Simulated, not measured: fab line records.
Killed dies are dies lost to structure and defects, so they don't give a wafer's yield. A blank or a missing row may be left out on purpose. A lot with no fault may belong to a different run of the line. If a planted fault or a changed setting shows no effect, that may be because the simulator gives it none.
Comparing a struck lot with a sound one    flow n5-finfet    36 out of 1938 route steps
Sound: the wafers L824.1, L824.2, L824.3. Struck: wafer L838.4 (L838.1, L838.2, from the same lot, were not struck and are left out); the cause is given at the end.
At each step with rows: each side's tool, then ch and its chambers, then its first start. Under that, the readings that differ: sound wafers    struck wafers    difference of the means    sigmas: that difference in standard deviations of wafers without a fault.
alike: readings with means less than 2 such deviations apart, plus words and numbers identical on both sides. not compared: withheld readings, readings lacking a value on some wafer, bounds such as >300 that could conceal the same value, and numbers that have no deviation in the record and whose values overlap.
A row with sigmas, a row that says differs or no value, or rows on one side alone: a step with any of these is where the two part. Numbers that have no deviation but don't overlap get no sigmas and don't part them. Lack of a reading on every wafer of one side parts them only where that side has two or more wafers.

first, 11 steps without rows for these wafers: N5_GATE_CUT_CUT_ETCH_54 (etches TiN in Cl2/BCl3, target depth 96.7 nm); N5_GATE_CUT_CUT_ETCH_55 (etches HfO2 in BCl3, target depth 3.2 nm); N5_GATE_CUT_ETCH_47 (etches SiO2 in Cl2/BCl3, target depth 10 nm); N5_GATE_CUT_VAPOR_ETCH_48 (etches TiN in BCl3/Cl2); N5_GATE_CUT_VAPOR_ETCH_49 (etches TiAlC in BCl3/Cl2); N5_GATE_CUT_VAPOR_ETCH_51 (etches HfO2 in BCl3/Cl2); N5_GATE_CUT_STRIP_21 (strips in N2/H2, time 30 s); N5_GATE_CUT_STRIP_29 (strips in post etch residue remover, time 60 s); N5_GATE_CUT_SRD_52 (time 30 s); N5_GATE_CUT_ALD_22 (deposits SiNx, target thk 16 nm, pulse time 1 s, ald cycles 320); N5_GATE_CUT_CMP_23 (polishes, stops on SiO2, t overpolish 23.4 s, target thk 16 nm).
N5_GATE_CUT_CMP_43: polishes SiO2.
  sound on cmp-02 ch 0,2,3, day 4 20:14; struck on cmp-01 ch 2, day 8 06:28
reading              sound           struck  difference  sigmas
motor-current-A (A)  11.4 11.2 13.7  16.4    +4.3        +2
then, 23 steps without rows for these wafers: N5_GATE_CUT_CMP_61 (polishes, stops on SiNx, t overpolish 3 s); N5_MOL_CONTACT_COAG_COAT_103 (time 60 s, resist thk 80 nm); N5_MOL_CONTACT_COAG_COAT_104 (time 60 s, resist thk 12 nm); N5_MOL_CONTACT_COAG_COAT_58 (time 60 s, resist thk 10 nm); N5_MOL_CONTACT_COAG_COAT_02 (resist thk 30 nm); N5_MOL_CONTACT_COAG_EBR_04; N5_MOL_CONTACT_COAG_SOFTBAKE_03 (time 60 s); N5_MOL_CONTACT_COAG_EXPOSE_05 (exposes mask CA, defocus 0 nm); N5_MOL_CONTACT_COAG_PEB_06 (peb time 60 s); N5_MOL_CONTACT_COAG_DEVELOP_07 (develop time 30 s); N5_MOL_CONTACT_COAG_DESCUM_13 (chemistry O2, time 7 s); N5_MOL_CONTACT_COAG_ETCH_59 (etches underlayer in N2/H2, target depth 13 nm, time 10.4 s); N5_MOL_CONTACT_COAG_ETCH_105 (etches SiARC in CF4, target depth 15.6 nm, time 26 s); N5_MOL_CONTACT_COAG_ETCH_106 (etches SOC in N2/H2, target depth 80 nm, overetch 16 nm, time 120 s); N5_MOL_CONTACT_COAG_STRIP_107 (strips in N2/H2); N5_MOL_CONTACT_COAG_STRIP_108 (strips in N2/H2); N5_MOL_CONTACT_COAG_CONTACT_ETCH_14 (etches SiO2 in C4F6/O2, target depth 27.5 nm, overetch 8.5 nm, time 20 s); N5_MOL_CONTACT_COAG_STRIP_109 (strips in C4F6/O2); N5_MOL_CONTACT_COAG_ETCH_15 (etches SiNx in CH3F/O2, stops on Si:P, target depth 7 nm); N5_MOL_CONTACT_COAG_ETCH_110 (etches Si in CF4/O2, target depth 2.5 nm, time 8 s); N5_MOL_CONTACT_COAG_STRIP_98 (strips in N2/H2); N5_MOL_CONTACT_COAG_IMPLANT_129; N5_MOL_CONTACT_COAG_PRECLEAN_111 (cleans in NF3:NH3, afs cycles 1, time 20 s, sublimation time 60 s).
-- the record jumps here: 8 days lie between the struck wafers' starts before and after (it left off in module MOL_CONTACT_COAG and takes up again in module PASSIVATION, whose first step shown is number 1936 of the route) --
N5_PASSIVATION_PROBE_49:
  sound: prober-02 at day 11 08:49; struck: prober-01 at day 15 19:36
reading                   sound           struck  difference  sigmas
defect-limited-yield (%)  89.4 93.1 90.2  72.2    -18.7       -12
killed-at-front-end       39 21 51        268     +231        +19
killed-dies               125 82 116      328     +220        +12
killed-on-rim             15 13 14        39      +25         +6
sort_bin_5_function (%)   6.2 3.6 4.7     17.6    +12.8       +13
sort_bin_6_memory (%)     4.0 2.5 4.3     8.7     +5.1        +7
sort-n-pass               1055 1098 1064  852     -220        -12
sort-yield-pct (%)        89.4 93.1 90.2  72.2    -18.7       -12
  alike: killed_at_M0_to_M3, killed_at_M4_up, killed-at-contacts, killed-at-other, killed-open, killed-short

WHERE THEY PART
Earliest at N5_GATE_CUT_CMP_43; latest, in this record, at N5_PASSIVATION_PROBE_49.

WHY: what had been put in by the simulator
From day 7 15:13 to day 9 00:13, cmp-01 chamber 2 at N5_GATE_CUT_CMP_43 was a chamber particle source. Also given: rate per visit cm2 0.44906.
